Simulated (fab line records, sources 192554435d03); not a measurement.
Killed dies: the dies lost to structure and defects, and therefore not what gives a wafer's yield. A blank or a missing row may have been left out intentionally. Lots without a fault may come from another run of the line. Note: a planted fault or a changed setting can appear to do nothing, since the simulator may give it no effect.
Split-lot experiment	flow n5-finfet	on a route of 1938 steps: 7 lots, 21 wafers read

== THE SPLIT ITSELF ==
At N5_BEOL_M13_COAT_65 (time 60 s, resist thk 350 nm), the setting spin-rpm was moved away from the recipe's 1500 rpm on 8 of the 21 wafers read, by -3.5% to +10.1%. The other wafers ran this setting at the recipe's value.

Reading taken at the split's own step.

== THE READING ==
SOC_of_BEOL_M13_COAT_65.thk-nm (the simulator's own value, which no gauge read), in nm, at N5_BEOL_M13_COAT_65 (time 60 s, resist thk 350 nm). No usual value for it is given in the file. Here, 13 wafers ran the recipe; their average is 350.6 nm with a standard deviation of 1.1 nm.

wafer	tool, chamber at the split	spin-rpm as run, rpm	against the recipe	SOC_of_BEOL_M13_COAT_65.thk-nm, nm	against lot-mates on the recipe
L075.1	litho-track-01, 0	1500	recipe	350.6	-
L075.3	litho-track-01, 0	1500	recipe	350	-
L075.6	litho-track-01, 0	1500	recipe	349.8	-
L079.2	litho-track-05, 0	1500	recipe	348.4	-
L079.3	litho-track-05, 0	1570	+4.7%	340.6	-8.3
L079.5	litho-track-05, 0	1500	recipe	349.4	-
L082.1	litho-track-02, 0	1447	-3.5%	357.2	no lot-mate on the recipe
L082.2	litho-track-02, 0	1447	-3.5%	357.2	no lot-mate on the recipe
L082.5	litho-track-02, 0	1447	-3.5%	357.6	no lot-mate on the recipe
L083.2	litho-track-05, 0	1451	-3.3%	354.6	+4.2
L083.3	litho-track-05, 0	1500	recipe	350.4	-
L083.4	litho-track-05, 0	1451	-3.3%	355	+4.6
L086.2	litho-track-02, 0	1500	recipe	352.6	-
L086.5	litho-track-02, 0	1606	+7.1%	339.6	-12.7
L086.6	litho-track-02, 0	1500	recipe	352	-
L092.2	litho-track-01, 0	1500	recipe	351.2	-
L092.5	litho-track-01, 0	1500	recipe	351.8	-
L092.6	litho-track-01, 0	1652	+10.1%	335	-16.5
L097.2	litho-track-01, 0	1500	recipe	350.6	-
L097.4	litho-track-01, 0	1500	recipe	350.4	-
L097.5	litho-track-01, 0	1500	recipe	350	-

FIT RESULTS
A straight line over all 21 wafers: SOC_of_BEOL_M13_COAT_65.thk-nm changes by -1.63 nm for each +1% of spin-rpm; r = -0.98; the points scatter about the line by 1.2 nm.
The same after taking each lot's own level away (the mean of its wafers on the recipe; 18 wafers): -1.64 nm for each +1%; r = -1.00; scatter 0.52 nm.
According to that fit, moving spin-rpm by its largest amount changes the reading by 17 nm.
From 348.90 to 352.30 nm: that is the span of the lots' own levels, equal to 3.1 times the standard deviation above.
The two slopes are in agreement: the lot-to-lot level therefore moves the slope only a little.
Check: with one of the wafers moved furthest among these (+10.1%) left out of the fit, the line predicts -17.2 nm for it against its lot-mates. It came out at -16.5 nm against them.

== OTHER SPLITS APPLIED TO THESE WAFERS ==
Other splits were also applied to these wafers ahead of the reading. Each is held against what the fit with the lots' levels taken away leaves over:
other split on the same wafers	wafers away from the commonest value	r with SOC_of_BEOL_M13_COAT_65.thk-nm (lot level and that fit taken away)
N5_BEOL_M13_ETCH_59 time-s	5	+0.39

== THE FILE'S OWN FIT ==
SOC_of_BEOL_M13_COAT_65.thk-nm changes by -1.68 nm for each +1% of spin-rpm, r = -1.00.
